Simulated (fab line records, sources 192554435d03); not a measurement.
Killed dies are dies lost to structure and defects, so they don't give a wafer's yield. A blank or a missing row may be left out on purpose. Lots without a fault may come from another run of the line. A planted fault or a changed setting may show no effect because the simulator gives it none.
fab line records | flow n5_finfet
record lots=4 wafers=12 last_day=18
route steps=1938 shown BEOL_M3@969 BEOL_M4@1111 PASSIVATION@1936
lots that met no fault: from a run of the same line without faults
start_h: hours from the record's first day to the start of the lot's first wafer shown | wait_h: hours since the lot's step before | " the same as in the row above | L1.1+2: a row that stands for several wafers | - no value, or no start given | * or withheld: withheld | < > ~ a bound
route shown NAME@n: a module of which the file shows steps, and the number in the route of the first | usual: mean/standard deviation of fault-free wafers | same: alike in all rows | chamber/n: place in a boat | sites: the reading at each site | _std_site: their standard deviation | _edge_site: outer sites' mean less inner sites' | radius_mm: how far each site lies from the wafer's centre | mask NAME#n: copy n | behind: the tool/chamber that last shaped the wafer | hold: why the lot was held/for how many hours/how that ended | device: the transistor (n, p or np) that didn't switch | end of line: the same wafers' tests at the end of the route | a step without rows: its recipe alone | killed: dies lost to structure and defects at the first sort, not the wafer's yield | map: a wafer's dies, x killed, . not, _ none there
set.NAME: the setting as run; set.NAME@STEP: as run at that earlier step | model.NAME: the simulator's own value behind a step, which no gauge read
lots at some steps of the route; a table a step, a row a wafer
services: from which hour (start_h, from the record's first day; less than 0 if before it) a tool's chamber was out of use, for how many hours, and why
## steps
# step N5_BEOL_M3_DESCUM_33
# recipe chemistry=O2 time_s=7 source_power_w=50 bias_power_w=20 pressure_mtorr=20 rf_frequency_hz=2.712e+07 temp_c=40 resist=CAR-EUV o2_flow_sccm=225
# step N5_BEOL_M3_ETCH_77
# recipe chemistry=N2/H2 target=underlayer target_depth_a=65 mask_material=CAR-EUV time_s=5.2 ion_energy_ev=200 pressure_mtorr=30 source_w=840 bias_w=150 n2_flow_sccm=200 h2_flow_sccm=200 ends=cleared
# step N5_BEOL_M3_ETCH_69
# recipe chemistry=CF4 target=SiARC target_depth_a=156 mask_material=CAR-EUV time_s=26 ion_energy_ev=80 pressure_mtorr=40 source_w=545 bias_w=36 Ar_flow_sccm=100 cf4_flow_sccm=100 ends=cleared
# step N5_BEOL_M3_ALD_98
# recipe material=SiO2 target_thk_a=25 temp_c=100 ald_precursor_family=BDEAS ald_co_reactant=O2-plasma pulse_time_s=1 co_reactant_pulse_time_s=1 purge_time_s=2 co_reactant_purge_time_s=2 ald_cycles=17 pressure_torr=2
# step N5_BEOL_M3_ETCHBACK_99
# recipe chemistry=CHF3 target=SiO2 target_depth_a=50 time_s=10.4 source_w=215 bias_w=47 Ar_flow_sccm=200 CHF3_flow_sccm=12 ion_energy_ev=100 pressure_mtorr=30
# step N5_BEOL_M3_ETCH_70
# recipe chemistry=N2/H2 target=SOC target_depth_a=800 overetch_a=160 mask_material=SiARC temp_c=40 time_s=120 ion_energy_ev=200 pressure_mtorr=30 source_w=840 bias_w=150 n2_flow_sccm=200 h2_flow_sccm=200
# step N5_BEOL_M3_STRIP_71
# recipe chemistry=N2/H2 temp_c=40 n2_flow_sccm=200 h2_flow_sccm=200 rf_frequency_hz=6e+07
# step N5_BEOL_M3_STRIP_78
# recipe chemistry=N2/H2 temp_c=40 n2_flow_sccm=200 h2_flow_sccm=200 rf_frequency_hz=6e+07
# step N5_BEOL_M3_VIA_ETCH_34
# recipe chemistry=C4F6/O2 target_depth_a=694 mask_material=SOC pressure_mtorr=15 ion_energy_ev=250 taper_deg=4 time_s=65.9 source_w=350 bias_w=170 Ar_flow_sccm=300 C4F6_flow_sccm=10 O2_flow_sccm=10
# step N5_BEOL_M3_STRIP_83
# recipe chemistry=C4F6/O2 resist=SiARC rf_frequency_hz=6e+07
# step N5_BEOL_M3_STRIP_36
# recipe chemistry=N2/H2 power_w=450 temp_c=40 pressure_mtorr=20 rf_frequency_hz=6e+07 overash_fraction=0.3 bias_power_w=7 h2_frac=0.5 n2_flow_sccm=200 h2_flow_sccm=200
# step N5_BEOL_M3_TRENCH_ETCH_37
# recipe chemistry=C4F6/O2 target_depth_a=555.55 target=SiOC time_s=29.2 ion_energy_ev=250 pressure_mtorr=30 source_w=355 bias_w=185 Ar_flow_sccm=300 C4F6_flow_sccm=10 O2_flow_sccm=10
# usual C4F6_flow_sccm=10.004/0.028 O2_flow_sccm=10.00/0.032 drypump_motor_current_A=5.4/0.52 oes_product_au=0.74/0.055 rf_vpp_V=663/7.6 showerhead_plenum_p_Torr=2.81/0.11 throttle_valve_pct=20.86/0.22
# columns lot.wafer tool chamber start_h wait_h C4F6_flow_sccm O2_flow_sccm drypump_motor_current_A oes_product_au rf_hours_counter_h rf_vpp_V showerhead_plenum_p_Torr throttle_valve_pct model.TiN_of_BEOL_M3_HM_DEP_02.thk_nm
L895.1 rie_diel-06 2 201.92 - - - - - - - - - 20.2
L895.3 " 3 " " - - - - - - - - 20.4
L895.6 " 1 " " - - - - - - - - 20.2
L896.2 rie_diel-01 3 213.24 - - - - - - - - - 20.2
L896.3 " 0 " " - - - - - - - - 20.2
L896.4 " 1 " " - - - - - - - - 20.4
L902.1 rie_diel-02 1 255.13 - 9.994 9.99 6.3 0.77 171 659 2.72 20.66 17.8
L902.5 " 3 " " 9.978 9.98 5.9 0.75 - 670 2.84 20.82 18
L902.6 " 0 " " 10.009 10.00 5.2 0.84 - 670 3.00 20.55 18
L908.2 rie_diel-06 2 295.94 - 10.009 9.97 5.0 0.72 192 648 2.73 20.92 17.6
L908.4 " 1 " " 9.970 10.05 4.9 0.73 181 653 2.72 20.91 17.8
L908.6 " 3 " " 10.032 9.98 5.6 0.97 - 671 3.03 20.46 17.6
# step N5_BEOL_M3_ETCH_41
# recipe chemistry=CH3F/O2 target=SiCN target_depth_a=299 taper_deg=2 time_s=52.5 ion_energy_ev=120 mask_material=TiN pressure_mtorr=30 source_w=395 bias_w=75 Ar_flow_sccm=150 CH3F_flow_sccm=30 O2_flow_sccm=20
# step N5_BEOL_M3_STRIP_97
# recipe chemistry=N2/H2 time_s=10 power_w=450 temp_c=40 pressure_mtorr=20 rf_frequency_hz=6e+07 bias_power_w=7 n2_flow_sccm=200 h2_flow_sccm=200
# step N5_BEOL_M3_OCD_MEAS_38
# usual trench_depth_nm=55.3/0.61
# columns lot.wafer tool chamber start_h wait_h trench_depth_nm
L895.1 ocd-01 - 202.07 - 0
L895.3 " - " " 0.3
L895.6 " - " " 0
L896.2 ocd-02 - 213.39 - 0.1
L896.3 " - " " 0
L896.4 " - " " 0.1
L902.1 ocd-01 - 255.29 - 55.9
L902.5 " - " " 55.4
L902.6 " - " " 55.5
L908.2 ocd-02 - 296.09 - 55.4
L908.4 " - " " 54.8
L908.6 " - " " 56.4
# step N5_BEOL_M3_HM_STRIP_39
# recipe chemistry=peroxide_tin_strip material=TiN target_depth_a=250 temp_c=50 time_s=158
# step N5_BEOL_M3_SRD_40
# recipe time_s=30 temp_c=23 rinse_liquid=diw dry=ipa_marangoni
# step N5_BEOL_M3_PRECLEAN_42
# recipe chemistry=residue_remover time_s=60 temp_c=40
# step N5_BEOL_M3_SRD_43
# recipe time_s=30 temp_c=23 rinse_liquid=diw dry=ipa_marangoni
# step N5_BEOL_M3_DEGAS_44
# recipe ambient=vacuum temp_c=250 time_s=60
# step N5_BEOL_M3_PRE_CLEAN_45
# recipe gas=H2/He time_s=30 temp_c=250
# step N5_BEOL_M3_ALD_84
# recipe material=TaN target_thk_a=* temp_c=275 ald_precursor_family=PDMAT ald_co_reactant=NH3 pressure_torr=3 carrier_flow_sccm=1500 pulse_time_s=2 purge_time_s=3 co_reactant_purge_time_s=2 co_reactant_pulse_time_s=3 ald_cycles=30 precursor_vessel_temp_c=75 precursor_vessel_pressure_torr=26.25 precursor_vessel_carrier_sccm=1000
# step N5_BEOL_M3_SURFACE_TREAT_85
# recipe gas=Ar time_s=* ion_energy_ev=* ion_current_ma_cm2=0.5 pressure_mtorr=* ar_flow_sccm=30
# step N5_BEOL_M3_CVD_47
# recipe material=Co target_thk_a=30 temp_c=withheld precursor=CCTBA/H2 pressure_torr=30 time_s=223.8
# step N5_BEOL_M3_SPUTTER_48
# recipe material=Cu target_thk_a=45 temp_c=-20 chamber_pressure_pa=0.07 power_w=withheld time_s=8.29
# step N5_BEOL_M3_ANNEAL_49
# recipe temp_c=400 time_s=240 ambient=vacuum
# step N5_BEOL_M3_SPUTTER_79
# recipe material=Cu target_thk_a=45 temp_c=-20 chamber_pressure_pa=0.07 power_w=withheld time_s=8.29
# step N5_BEOL_M3_ANNEAL_80
# recipe temp_c=400 time_s=240 ambient=vacuum
# step N5_BEOL_M3_SPUTTER_81
# recipe material=Cu target_thk_a=45 temp_c=-20 chamber_pressure_pa=0.07 power_w=withheld time_s=8.29
# step N5_BEOL_M3_ANNEAL_82
# recipe temp_c=400 time_s=240 ambient=vacuum
# step N5_BEOL_M3_SPUTTER_86
# recipe material=Cu target_thk_a=45 temp_c=-20 chamber_pressure_pa=0.07 power_w=withheld time_s=8.29
# step N5_BEOL_M3_ANNEAL_87
# recipe temp_c=400 time_s=240 ambient=vacuum
# step N5_BEOL_M3_SPUTTER_88
# recipe material=Cu target_thk_a=45 temp_c=-20 chamber_pressure_pa=0.07 power_w=withheld time_s=8.29
# step N5_BEOL_M3_ANNEAL_89
# recipe temp_c=400 time_s=240 ambient=vacuum
# step N5_BEOL_M3_SPUTTER_90
# recipe material=Cu target_thk_a=45 temp_c=-20 chamber_pressure_pa=0.07 power_w=withheld time_s=8.29
# step N5_BEOL_M3_ANNEAL_91
# recipe temp_c=400 time_s=240 ambient=vacuum
# step N5_BEOL_M3_SPUTTER_92
# recipe material=Cu target_thk_a=45 temp_c=-20 chamber_pressure_pa=0.07 power_w=withheld time_s=8.29
# step N5_BEOL_M3_ANNEAL_93
# recipe temp_c=400 time_s=240 ambient=vacuum
# step N5_BEOL_M3_SPUTTER_94
# recipe material=Cu target_thk_a=45 temp_c=-20 chamber_pressure_pa=0.07 power_w=withheld time_s=8.29
# step N5_BEOL_M3_ANNEAL_95
# recipe temp_c=400 time_s=240 ambient=vacuum
# step N5_BEOL_M3_CMP_52
# recipe stop_on=SiOC t_overpolish_s=6.8 down_force_psi=1 platen_rpm=50 clearing_platen_down_force_psi=1.5 clearing_platen_rpm=50 post_cmp_clean=cu_alkaline target_thk_nm=40 clearing_platen_pad_velocity_m_s=0.99484 pad_velocity_m_s=0.99484
# usual motor_current_A=6.1/0.63
# columns lot.wafer tool chamber start_h wait_h motor_current_A model.Cu_of_BEOL_M3_ECD_50.thk_nm
L895.3 cmp-03 1 205.86 0.2 6.5 0
L895.1 " 3 " " 6.0 0
L895.6 " 1 " " 6.4 0
L896.2 cmp-04 1 217.05 0.2 5.3 1.4
L896.4 " 2 " " 7.3 0
L896.3 " 0 " " 5.6 1.4
L902.1 cmp-03 3 259.04 0.4 6.2 41
L902.6 " 0 " " 6.3 42.4
L902.5 " 1 " " 6.5 40
L908.2 cmp-03 1 300.56 0.2 6.7 38.8
L908.4 " 3 " " 6.0 42.8
L908.6 " 1 " " 6.6 40.6
# step N5_BEOL_M4_RC_MEAS_101
# usual DIBL_N=36.5/1.4 DIBL_P=36.9/1.7 IOFF_N=0.163/0.023 IOFF_P=0.22/0.032 ION_N=673/9 ION_P=462/7.5 SS_N=71.6/0.54 SS_P=73.4/0.62 VT_N=249.8/2.8 VT_P=-250/3.5
# columns lot.wafer tool chamber start_h wait_h DIBL_N[mV/V] DIBL_P[mV/V] IOFF_N[nA/um] IOFF_P[nA/um] ION_N[uA/um] ION_P[uA/um] SS_N[mV/dec] SS_P[mV/dec] VT_N[mV] VT_P[mV]
L902.1 prober-02 0 272.75 0.0 37.6 38.5 0.189 0.23 686 463 72.4 73.5 245.7 -251
L902.5 " 0 " " 35.5 35.7 0.147 0.20 657 456 71.5 72.8 249.1 -250
L902.6 " 0 " " 38.1 37.6 0.191 0.23 664 456 72.3 73.9 246.6 -250
L908.2 prober-02 0 310.03 0.2 37.8 36.4 0.151 0.20 665 457 72.0 73.1 253.7 -251
L908.4 " 0 " " 37.6 36.6 0.159 0.21 675 461 72.3 73.2 249.4 -250
L908.6 " 0 " " 36.4 35.7 0.138 0.19 663 454 71.3 73.0 255.7 -251
# step N5_PASSIVATION_PROBE_49
# usual defect_limited_yield=91.2/1.4 killed_at_M0_to_M3=35/11 killed_at_M4_up=12/4.2 killed_at_contacts=13/5.6 killed_at_front_end=40/12 killed_at_other=3.3/2.6 killed_dies=103/17 killed_on_rim=14/4.5 killed_open=68/12 killed_short=34/7.6 sort_bin_5_function=5.1/0.95 sort_bin_6_memory=3.3/0.68 sort_n_pass=1077/17 sort_yield_pct=91.2/1.4
# same gross_dies=1180 killed_at_back_side=0 sort_bin_4_leakage[%]=0 sort_bin_8_speed[%]=0
# columns lot.wafer tool chamber start_h wait_h defect_limited_yield[%] killed_at_M0_to_M3 killed_at_M4_up killed_at_contacts killed_at_front_end killed_at_other killed_dies killed_on_rim killed_open killed_short sort_bin_5_function[%] sort_bin_6_memory[%] sort_n_pass sort_yield_pct[%]
L895.1 prober-02 - 321.33 0.0 0 1105 15 8 45 7 1180 152 82 36 96.2 3.5 0 0
L895.3 prober-02 - 321.43 0.1 0 1124 6 6 37 7 1180 152 67 33 96.2 3.6 0 0
L895.6 prober-02 - 321.58 0.3 0 1137 6 4 31 2 1180 152 36 27 98.1 1.4 0 0
L896.2 prober-01 - 324.97 0.1 0 1103 8 21 42 6 1180 152 69 26 96.9 2.9 0 0
L896.3 prober-01 - 325.02 0.1 0 1119 2 15 42 2 1180 152 64 30 96.8 2.5 0 0
L896.4 prober-01 - 325.07 0.2 0 1136 7 5 28 4 1180 152 54 32 96.4 3.0 0 0
L902.1 prober-02 - 374.74 0.0 92.0 31 13 15 33 2 94 12 61 33 4.5 3.0 1086 92.0
L902.5 prober-02 - 374.94 0.2 91.6 39 17 16 24 3 99 10 61 35 4.5 3.6 1081 91.6
L902.6 prober-02 - 374.99 0.3 91.2 47 15 10 29 3 104 15 68 36 5.4 3.2 1076 91.2
L908.2 prober-01 - 428.37 0.1 93.0 27 16 11 29 0 83 18 50 32 4.7 2.0 1097 93.0
L908.4 prober-01 - 428.47 0.2 91.5 36 10 4 45 5 100 10 66 31 4.8 3.5 1080 91.5
L908.6 prober-01 - 428.57 0.3 92.5 35 11 11 25 7 89 15 56 31 4.2 3.0 1091 92.5
# killed by level:class
L895.1 BEOL_M3:area_etch=1059 BEOL_M3:geometric_particle:open=9 BEOL_M1:geometric_particle:open=8 BEOL_M2:geometric_particle:open=8 FIN_SAQP:geometric_particle:short=7 FIN_SAQP:geometric_particle:open=7 BEOL_M0_SAQP:geometric_particle:short=7 GATE_CUT:geometric_particle:open=6
L895.3 BEOL_M3:area_etch=1080 BEOL_M1:geometric_particle:open=12 BEOL_M2:geometric_particle:open=11 FIN_SAQP:geometric_particle:open=10 GATE_CUT:geometric_particle:short=7 FIN_SAQP:geometric_particle:short=6 MOL_CONTACT_COAG:geometric_particle:open=6 DUMMY_GATE:geometric_particle:open=5
L895.6 BEOL_M3:area_etch=1117 FIN_SAQP:geometric_particle:open=7 FIN_SAQP:geometric_particle:short=7 GATE_CUT:geometric_particle:short=5 BEOL_M2:geometric_particle:open=5 BEOL_M3:geometric_particle:open=5 MOL_CONTACT_COAG:geometric_particle:open=4 BEOL_M0_SAQP:geometric_particle:open=4
L896.2 BEOL_M3:area_etch=1084 MOL_CONTACT_COAG:geometric_particle:open=19 FIN_SAQP:geometric_particle:open=18 FIN_SAQP:geometric_particle:short=8 BEOL_M2:geometric_particle:open=6 STI_FIN_REVEAL:geometric_particle:open=4 DUMMY_GATE:geometric_particle:open=4 BEOL_M1:geometric_particle:open=4
L896.3 BEOL_M3:area_etch=1079 MOL_CONTACT_COAG:geometric_particle:open=12 BEOL_M3:geometric_particle:open=11 STARTING-WAFER:geometric_particle:open=7 FIN_SAQP:geometric_particle:open=6 GATE_CUT:geometric_particle:short=6 BEOL_M0_SAQP:geometric_particle:short=6 STI_FIN_REVEAL:geometric_particle:open=5
L896.4 BEOL_M3:area_etch=1092 BEOL_M2:geometric_particle:open=12 BEOL_M0_SAQP:geometric_particle:short=12 BEOL_M3:geometric_particle:open=8 STI_FIN_REVEAL:geometric_particle:open=6 GATE_CUT:geometric_particle:short=5 FIN_SAQP:geometric_particle:open=4 DUMMY_GATE:geometric_particle:open=4
L902.1 BEOL_M0_SAQP:geometric_particle:short=12 BEOL_M0_SAQP:geometric_particle:open=10 MOL_CONTACT_COAG:geometric_particle:open=9 FIN_SAQP:geometric_particle:open=8 DUMMY_GATE:geometric_particle:open=8 MOL_CONTACT_COAG:geometric_particle:short=6 STI_FIN_REVEAL:geometric_particle:open=5 BEOL_M4:geometric_particle:open=4
L902.5 MOL_CONTACT_COAG:geometric_particle:open=13 BEOL_M3:geometric_particle:open=10 BEOL_M0_SAQP:geometric_particle:short=9 BEOL_M0_SAQP:geometric_particle:open=8 GATE_CUT:geometric_particle:short=5 BEOL_M0:geometric_particle:open=4 BEOL_M4:geometric_particle:open=4 BEOL_M6:geometric_particle:open=4
L902.6 BEOL_M1:geometric_particle:open=13 BEOL_M0_SAQP:geometric_particle:open=9 BEOL_M3:geometric_particle:open=9 MOL_CONTACT_COAG:geometric_particle:open=8 BEOL_M0_SAQP:geometric_particle:short=7 GATE_CUT:geometric_particle:short=6 FIN_SAQP:geometric_particle:short=5 FIN_SAQP:geometric_particle:open=5
L908.2 BEOL_M2:geometric_particle:open=12 MOL_CONTACT_COAG:geometric_particle:open=10 FIN_SAQP:geometric_particle:short=9 FIN_SAQP:geometric_particle:open=8 BEOL_M4:geometric_particle:short=7 GATE_CUT:geometric_particle:short=4 BEOL_M0_SAQP:geometric_particle:open=4 BEOL_M2:geometric_particle:short=4
L908.4 FIN_SAQP:geometric_particle:open=16 BEOL_M0_SAQP:geometric_particle:open=12 BEOL_M0_SAQP:geometric_particle:short=11 FIN_SAQP:geometric_particle:short=10 DUMMY_GATE:geometric_particle:open=8 BEOL_M4:geometric_particle:open=4 BEOL_M1:geometric_particle:open=4 BEOL_M2:geometric_particle:open=4
L908.6 MOL_CONTACT_COAG:geometric_particle:open=8 BEOL_M2:geometric_particle:open=8 BEOL_M0_SAQP:geometric_particle:short=7 BEOL_M0_SAQP:geometric_particle:open=7 FIN_SAQP:geometric_particle:open=6 FIN_SAQP:geometric_particle:short=5 ILD0:geometric_particle:open=5 BEOL_M3:geometric_particle:open=5
# map L895.1 (x killed, . not)
_________________xxxxxxxxxxxx________________
______________xxxxxxxxxxxxxxxxxx_____________
___________xxxxxxxxxxxxxxxxxxxxxxxx__________
__________xxxxxxxxxxxxxxxxxxxxxxxxxx_________
________xxxxxxxxxxxxxxxxxxxxxxxxxxxxxx_______
_______xxxxxxxxxxxxxxxxxxxxxxxxxxxxxxxx______
______xxxxxxxxxxxxxxxxxxxxxxxxxxxxxxxxxx_____
_____xxxxxxxxxxxxxxxxxxxxxxxxxxxxxxxxxxxx____
____xxxxxxxxxxxxxxxxxxxxxxxxxxxxxxxxxxxxxx___
___xxxxxxxxxxxxxxxxxxxxxxxxxxxxxxxxxxxxxxxx__
___xxxxxxxxxxxxxxxxxxxxxxxxxxxxxxxxxxxxxxxx__
__xxxxxxxxxxxxxxxxxxxxxxxxxxxxxxxxxxxxxxxxxx_
__xxxxxxxxxxxxxxxxxxxxxxxxxxxxxxxxxxxxxxxxxx_
_xxxxxxxxxxxxxxxxxxxxxxxxxxxxxxxxxxxxxxxxxxxx
_xxxxxxxxxxxxxxxxxxxxxxxxxxxxxxxxxxxxxxxxxxxx
_xxxxxxxxxxxxxxxxxxxxxxxxxxxxxxxxxxxxxxxxxxxx
_xxxxxxxxxxxxxxxxxxxxxxxxxxxxxxxxxxxxxxxxxxxx
_xxxxxxxxxxxxxxxxxxxxxxxxxxxxxxxxxxxxxxxxxxxx
_xxxxxxxxxxxxxxxxxxxxxxxxxxxxxxxxxxxxxxxxxxxx
_xxxxxxxxxxxxxxxxxxxxxxxxxxxxxxxxxxxxxxxxxxxx
_xxxxxxxxxxxxxxxxxxxxxxxxxxxxxxxxxxxxxxxxxxxx
__xxxxxxxxxxxxxxxxxxxxxxxxxxxxxxxxxxxxxxxxxx_
__xxxxxxxxxxxxxxxxxxxxxxxxxxxxxxxxxxxxxxxxxx_
___xxxxxxxxxxxxxxxxxxxxxxxxxxxxxxxxxxxxxxxx__
___xxxxxxxxxxxxxxxxxxxxxxxxxxxxxxxxxxxxxxxx__
____xxxxxxxxxxxxxxxxxxxxxxxxxxxxxxxxxxxxxx___
_____xxxxxxxxxxxxxxxxxxxxxxxxxxxxxxxxxxxx____
______xxxxxxxxxxxxxxxxxxxxxxxxxxxxxxxxxx_____
_______xxxxxxxxxxxxxxxxxxxxxxxxxxxxxxxx______
________xxxxxxxxxxxxxxxxxxxxxxxxxxxxxx_______
__________xxxxxxxxxxxxxxxxxxxxxxxxxx_________
___________xxxxxxxxxxxxxxxxxxxxxxxx__________
______________xxxxxxxxxxxxxxxxxx_____________
_________________xxxxxxxxxxxx________________
# map L896.2 (x killed, . not)
_________________xxxxxxxxxxxx________________
______________xxxxxxxxxxxxxxxxxx_____________
___________xxxxxxxxxxxxxxxxxxxxxxxx__________
__________xxxxxxxxxxxxxxxxxxxxxxxxxx_________
________xxxxxxxxxxxxxxxxxxxxxxxxxxxxxx_______
_______xxxxxxxxxxxxxxxxxxxxxxxxxxxxxxxx______
______xxxxxxxxxxxxxxxxxxxxxxxxxxxxxxxxxx_____
_____xxxxxxxxxxxxxxxxxxxxxxxxxxxxxxxxxxxx____
____xxxxxxxxxxxxxxxxxxxxxxxxxxxxxxxxxxxxxx___
___xxxxxxxxxxxxxxxxxxxxxxxxxxxxxxxxxxxxxxxx__
___xxxxxxxxxxxxxxxxxxxxxxxxxxxxxxxxxxxxxxxx__
__xxxxxxxxxxxxxxxxxxxxxxxxxxxxxxxxxxxxxxxxxx_
__xxxxxxxxxxxxxxxxxxxxxxxxxxxxxxxxxxxxxxxxxx_
_xxxxxxxxxxxxxxxxxxxxxxxxxxxxxxxxxxxxxxxxxxxx
_xxxxxxxxxxxxxxxxxxxxxxxxxxxxxxxxxxxxxxxxxxxx
_xxxxxxxxxxxxxxxxxxxxxxxxxxxxxxxxxxxxxxxxxxxx
_xxxxxxxxxxxxxxxxxxxxxxxxxxxxxxxxxxxxxxxxxxxx
_xxxxxxxxxxxxxxxxxxxxxxxxxxxxxxxxxxxxxxxxxxxx
_xxxxxxxxxxxxxxxxxxxxxxxxxxxxxxxxxxxxxxxxxxxx
_xxxxxxxxxxxxxxxxxxxxxxxxxxxxxxxxxxxxxxxxxxxx
_xxxxxxxxxxxxxxxxxxxxxxxxxxxxxxxxxxxxxxxxxxxx
__xxxxxxxxxxxxxxxxxxxxxxxxxxxxxxxxxxxxxxxxxx_
__xxxxxxxxxxxxxxxxxxxxxxxxxxxxxxxxxxxxxxxxxx_
___xxxxxxxxxxxxxxxxxxxxxxxxxxxxxxxxxxxxxxxx__
___xxxxxxxxxxxxxxxxxxxxxxxxxxxxxxxxxxxxxxxx__
____xxxxxxxxxxxxxxxxxxxxxxxxxxxxxxxxxxxxxx___
_____xxxxxxxxxxxxxxxxxxxxxxxxxxxxxxxxxxxx____
______xxxxxxxxxxxxxxxxxxxxxxxxxxxxxxxxxx_____
_______xxxxxxxxxxxxxxxxxxxxxxxxxxxxxxxx______
________xxxxxxxxxxxxxxxxxxxxxxxxxxxxxx_______
__________xxxxxxxxxxxxxxxxxxxxxxxxxx_________
___________xxxxxxxxxxxxxxxxxxxxxxxx__________
______________xxxxxxxxxxxxxxxxxx_____________
_________________xxxxxxxxxxxx________________
## services
# columns tool chamber start_h hours kind
cmp-03 - 207.95 6.7 pm
cmp-04 - 213.35 0.6 repair
rie_diel-01 2 235.65 2.4 repair
rie_diel-01 3 236.99 5.4 repair
rie_diel-01 3 242.70 - clean
rie_diel-01 3 242.70 - consumable_replace:esc
rie_diel-01 3 242.70 - consumable_replace:focus_ring
rie_diel-01 3 242.70 18.6 scheduled_down
rie_diel-01 3 242.70 18.6 vent_cycle
rie_diel-06 3 247.21 - clean
rie_diel-06 3 247.21 - consumable_replace:focus_ring
rie_diel-06 3 247.21 - consumable_replace:showerhead
rie_diel-06 3 247.21 23.3 scheduled_down
rie_diel-06 3 247.21 23.3 vent_cycle
cmp-03 - 253.17 1.7 repair
rie_diel-01 0 277.94 1.8 repair
rie_diel-01 3 279.67 7.2 repair
rie_diel-02 3 292.71 8.2 repair
cmp-04 - 294.42 4.0 pm
cmp-04 - 298.42 - consumable_replace:conditioner
cmp-04 - 298.42 - consumable_replace:pad
## key
first_sign step=N5_BEOL_M3_TRENCH_ETCH_37 reading=tool_record direction=missing
effect step=N5_BEOL_M3_OCD_MEAS_38 reading=trench_depth_nm direction=down sigmas=90 usual=55.3 struck=0.1
effect step=N5_PASSIVATION_PROBE_49 reading=killed_at_M0_to_M3 direction=up sigmas=98 usual=35 struck=1121
model_effect step=N5_BEOL_M3_TRENCH_ETCH_37 value=TiN_of_BEOL_M3_HM_DEP_02.thk_nm without=17.93 struck=20.27
model_effect step=N5_BEOL_M3_CMP_52 value=Cu_of_BEOL_M3_ECD_50.thk_nm without=38.87 struck=0.4667
more_kills_born_at N5_BEOL_M3_TRENCH_ETCH_37@rie_diel-06=3256 N5_BEOL_M3_TRENCH_ETCH_37@rie_diel-01=3255
met_at N5_BEOL_M3_TRENCH_ETCH_37
struck_wafers L895.1,L895.3,L895.6,L896.2,L896.3,L896.4
later_rows_left_out L895.1,L895.3,L895.6,L896.2,L896.3,L896.4
fault kind=skipped_step_whole tool=rie_diel-01,rie_diel-06 chamber=- onset_h=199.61 steps=N5_BEOL_M3_TRENCH_ETCH_37 scope=struck_lots_only
# later_rows_left_out: the simulator's readings of these wafers behind a module that went badly wrong aren't trusted and aren't shown, but for the sort
